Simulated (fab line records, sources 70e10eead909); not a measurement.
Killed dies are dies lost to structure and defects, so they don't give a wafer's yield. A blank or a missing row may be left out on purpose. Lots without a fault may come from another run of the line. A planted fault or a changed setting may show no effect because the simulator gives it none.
Which tool did it? | flow nand_harc | 12 lots, 36 wafers sampled, at 5 steps of a route of 1302

WHAT THE GAUGES READ, wafer by wafer
NHARC_END_SORT_01.
lot  | measured     | on        | killed_at_array | killed_at_other | killed_at_periphery | killed_dies | killed_open | killed_short
L165 | day 24 08:47 | prober-02 | 58 49 52        | 4 2 0           | 1 2 0               | 63 53 52    | 5 4 2       | 4 2 2
L166 | day 25 06:48 | prober-01 | 71 60 64        | 0 3 1           | 4 4 13              | 75 67 78    | 4 3 1       | 3 1 0
L168 | day 25 06:49 | prober-02 | 87 90 68        | 0 0 0           | 6 5 15              | 93 95 83    | 5 4 2       | 3 6 5
L170 | day 26 01:53 | prober-02 | 32 32 35        | 0 0 0           | 2 1 4               | 34 33 39    | 5 1 5       | 3 2 2
L171 | day 27 08:02 | prober-01 | 57 62 63        | 3 2 1           | 7 8 4               | 67 72 68    | 8 1 2       | 2 4 1
L175 | day 28 02:01 | prober-02 | 59 51 69        | 1 1 2           | 5 5 3               | 65 57 74    | 3 0 2       | 3 2 2
L179 | day 30 02:50 | prober-01 | 675 673 671     | 1 1 5           | 1 3 1               | 677 677 677 | 3 2 3       | 1 2 2
L180 | day 30 02:01 | prober-02 | 672 674 674     | 0 0 0           | 5 3 3               | 677 677 677 | 5 4 5       | 4 0 6
L186 | day 32 04:21 | prober-02 | 62 65 63        | 1 1 0           | 5 4 6               | 68 70 69    | 7 2 7       | 2 0 1
L185 | day 33 05:26 | prober-02 | 67 88 87        | 0 1 0           | 10 3 4              | 77 92 91    | 1 6 2       | 2 3 3
L187 | day 34 09:10 | prober-02 | 66 57 57        | 3 0 1           | 2 4 0               | 71 61 58    | 3 2 0       | 2 3 2
L188 | day 34 14:34 | prober-01 | 58 63 45        | 0 0 2           | 0 4 3               | 58 67 50    | 2 2 6       | 2 4 1

WHICH TOOL RAN EACH LOT (tool, then ch and the chambers of the sampled wafers, then the start)
lot  | NHARC_A_STAIRCASE_ETCH_190                    | NHARC_A_STAIRCASE_ETCH_197                    | NHARC_A_STAIRCASE_ETCH_199         | NHARC_A_STAIRCASE_STRIP_205
L165 | rie_diel-11 ch 1,2,3, day 15 16:18 or earlier | rie_diel-11 ch 1,3, day 15 16:18 or earlier   | rie_diel-11 ch 0,1, day 15 16:18   | plasma_asher-02 ch 0,1, day 15 16:59
L166 | rie_diel-02 ch 0,1,3, day 16 15:13 or earlier | rie_diel-02 ch 1,2,3, day 16 15:13 or earlier | rie_diel-02 ch 1,2,3, day 16 15:13 | plasma_asher-01 ch 0,1, day 16 16:20
L168 | rie_diel-04 ch 0,1,2, day 16 16:11 or earlier | rie_diel-11 ch 1,2, day 16 16:11 or earlier   | rie_diel-11 ch 0,1,2, day 16 16:11 | plasma_asher-01 ch 0,1, day 16 16:49
L170 | rie_diel-04 ch 0,2,3, day 17 19:21 or earlier | rie_diel-02 ch 0,2,3, day 17 19:21 or earlier | rie_diel-02 ch 0,1, day 17 19:21   | plasma_asher-01 ch 0,1, day 17 20:04
L171 | rie_diel-04 ch 0,1,2, day 18 12:54 or earlier | rie_diel-04 ch 1,2,3, day 18 12:54 or earlier | rie_diel-04 ch 0,1,2, day 18 12:54 | plasma_asher-02 ch 0,1, day 18 13:34
L175 | rie_diel-02 ch 0,1,3, day 20 01:31 or earlier | rie_diel-02 ch 0,1,3, day 20 01:31 or earlier | rie_diel-02 ch 1,2,3, day 20 01:31 | plasma_asher-01 ch 0,1, day 20 02:08
L179 | rie_diel-02 ch 1,3, day 21 22:18 or earlier   | rie_diel-11 ch 0,1, day 21 22:18 or earlier   | rie_diel-11 ch 0,1,3, day 21 22:18 | plasma_asher-02 ch 0,1, day 21 23:04
L180 | rie_diel-02 ch 1,2,3, day 21 23:15 or earlier | rie_diel-04 ch 1,2,3, day 21 23:15 or earlier | rie_diel-04 ch 0,1,3, day 21 23:15 | plasma_asher-01 ch 0,1, day 21 23:56
L186 | rie_diel-04 ch 0,2,3, day 24 05:41 or earlier | rie_diel-02 ch 1,2,3, day 24 05:41 or earlier | rie_diel-02 ch 0,1,2, day 24 05:41 | plasma_asher-02 ch 0,1, day 24 06:19
L185 | rie_diel-04 ch 0,1, day 25 02:22 or earlier   | rie_diel-04 ch 0,1,3, day 25 02:22 or earlier | rie_diel-04 ch 2,3, day 25 02:22   | plasma_asher-01 ch 0,1, day 25 03:02
L187 | rie_diel-02 ch 0,1, day 25 16:34 or earlier   | rie_diel-04 ch 0,1,2, day 25 16:34 or earlier | rie_diel-04 ch 0,3, day 25 16:34   | plasma_asher-02 ch 0,1, day 25 17:18
L188 | rie_diel-02 ch 0,1,3, day 25 20:33 or earlier | rie_diel-02 ch 0,2, day 25 20:33 or earlier   | rie_diel-02 ch 2,3, day 25 20:33   | plasma_asher-01 ch 0,1, day 25 21:14
- NHARC_A_STAIRCASE_ETCH_190: etches the open film in C4F8/O2, target depth 100 nm, time 40.5 s.
- NHARC_A_STAIRCASE_ETCH_197: etches the open film in C4F8/O2, target depth 100 nm, time 40.5 s.
- NHARC_A_STAIRCASE_ETCH_199: etches the open film in C4F8/O2, target depth 100 nm, time 40.5 s.
- NHARC_A_STAIRCASE_STRIP_205: strips in O2.

WHAT THE TOOLS THEMSELVES READ (means of the sampled wafers that have a number; where no wafer has one, the mark that the record gives instead)
NHARC_A_STAIRCASE_ETCH_190.
lot  | tool        | bias_w (W) | chamber_pressure_mTorr (mTorr) | oes_product_au (a.u.) | rf_vpp_V (V)
L165 | rie_diel-11 | 1000       | 25.000                         | 0.955                 | 894
L166 | rie_diel-02 | 1000       | 25.008                         | 0.936                 | 897
L168 | rie_diel-04 | 996        | 25.041                         | 0.937                 | 900
L170 | rie_diel-04 | 997        | 25.015                         | 0.934                 | 897
L171 | rie_diel-04 | 1000       | 24.990                         | 0.947                 | 899
L175 | rie_diel-02 | 998        | 24.987                         | 0.952                 | 896
L179 | rie_diel-02 | 1002       | 24.995                         | 0.945                 | 901
L180 | rie_diel-02 | 1006       | 25.014                         | 0.959                 | 898
L186 | rie_diel-04 | 997        | 24.987                         | 0.954                 | 897
L185 | rie_diel-04 | 999        | 25.002                         | 0.939                 | 899
L187 | rie_diel-02 | 1002       | 24.982                         | 0.938                 | 892
L188 | rie_diel-02 | 1000       | 24.991                         | 0.945                 | 896

NHARC_A_STAIRCASE_ETCH_197.
lot  | tool        | bias_w (W) | chamber_pressure_mTorr (mTorr) | oes_product_au (a.u.) | rf_vpp_V (V)
L165 | rie_diel-11 | 1000       | 25.000                         | 0.955                 | 898
L166 | rie_diel-02 | 999        | 24.991                         | 0.939                 | 898
L168 | rie_diel-11 | 999        | 25.045                         | 0.978                 | 890
L170 | rie_diel-02 | 997        | 25.024                         | 0.966                 | 894
L171 | rie_diel-04 | 1000       | 24.998                         | 0.939                 | 897
L175 | rie_diel-02 | 1000       | 25.001                         | 0.950                 | 896
L179 | rie_diel-11 | 997        | 25.020                         | 0.958                 | 891
L180 | rie_diel-04 | 999        | 25.007                         | 0.970                 | 896
L186 | rie_diel-02 | 1002       | 25.005                         | 0.965                 | 898
L185 | rie_diel-04 | 1001       | 24.995                         | 0.955                 | 897
L187 | rie_diel-04 | 998        | 25.006                         | 0.931                 | 898
L188 | rie_diel-02 | 1003       | 24.995                         | 0.938                 | 889

NHARC_A_STAIRCASE_ETCH_199.
lot  | tool        | bias_w (W) | chamber_pressure_mTorr (mTorr) | oes_product_au (a.u.) | rf_vpp_V (V)
L165 | rie_diel-11 | 1001.4     | 25.005                         | 0.950                 | 890
L166 | rie_diel-02 | 997.5      | 24.997                         | 0.946                 | 898
L168 | rie_diel-11 | 997.8      | 24.993                         | 0.963                 | 889
L170 | rie_diel-02 | 999.5      | 24.993                         | 0.948                 | 893
L171 | rie_diel-04 | 1001.4     | 24.994                         | 0.947                 | 900
L175 | rie_diel-02 | 998.9      | 25.004                         | 0.940                 | 898
L179 | rie_diel-11 | -          | -                              | -                     | -
L180 | rie_diel-04 | -          | -                              | -                     | -
L186 | rie_diel-02 | 1001.7     | 24.972                         | 0.959                 | 894
L185 | rie_diel-04 | 996.3      | 25.004                         | 0.933                 | 896
L187 | rie_diel-04 | 1001.5     | 25.000                         | 0.940                 | 897
L188 | rie_diel-02 | 1001.7     | 24.997                         | 0.936                 | 893

NHARC_A_STAIRCASE_STRIP_205.
lot  | tool            | drypump_motor_current_A (A) | heater_power_w (W)
L165 | plasma_asher-02 | 5.5                         | 347
L166 | plasma_asher-01 | 5.9                         | 325
L168 | plasma_asher-01 | 5.9                         | 319
L170 | plasma_asher-01 | 5.9                         | 329
L171 | plasma_asher-02 | 5.1                         | 347
L175 | plasma_asher-01 | 5.9                         | 318
L179 | plasma_asher-02 | 5.5                         | 342
L180 | plasma_asher-01 | 5.9                         | 325
L186 | plasma_asher-02 | 5.1                         | 343
L185 | plasma_asher-01 | 5.9                         | 316
L187 | plasma_asher-02 | 5.4                         | 346
L188 | plasma_asher-01 | 5.9                         | 315

THE ANSWER, worked out from the rows above alone
Rule: what is usual is taken from the lots themselves. Put in order of their means at a reading, lots are off if they are a third of the lots or fewer, leave a main group of 4 or more, and stand apart from it by a gap of 3 or more times the standard deviation of the main group's means; of several such gaps the widest counts. A main group whose means are all the same, to the digits that the tables above print for the reading, isn't used. A lot without any number at a reading at which 4 lots or more have one is off too. The other lots that the step has rows for count as sound. The gauges are gone through in route order, then the tools' own readings, and for those a lot's mean is taken as printed above. The first step at which some lot is off is used, and at that step the reading that is off furthest; a lot without a number counts as furthest.
Off: L179, L180, at NHARC_END_SORT_01 (killed_at_array). The main group: mean 61, standard deviation 13.
A tool fits if, at a process step before that reading, it ran every lot that is off, and no sound lot after the first of them. The gauges at NHARC_END_SORT_01 aren't tried: what is off there is off at NHARC_A_STAIRCASE_ETCH_199 too, on other tools, and a gauge's error can't cause that. NHARC_A_STAIRCASE_ETCH_190 gives no start for some lots, so the hours and the order of its lots are those of NHARC_A_STAIRCASE_ETCH_199. NHARC_A_STAIRCASE_ETCH_197 gives no start for some lots, so the hours and the order of its lots are those of NHARC_A_STAIRCASE_ETCH_199. None of those tried fits.

WHAT THE SIMULATOR HAD PUT IN
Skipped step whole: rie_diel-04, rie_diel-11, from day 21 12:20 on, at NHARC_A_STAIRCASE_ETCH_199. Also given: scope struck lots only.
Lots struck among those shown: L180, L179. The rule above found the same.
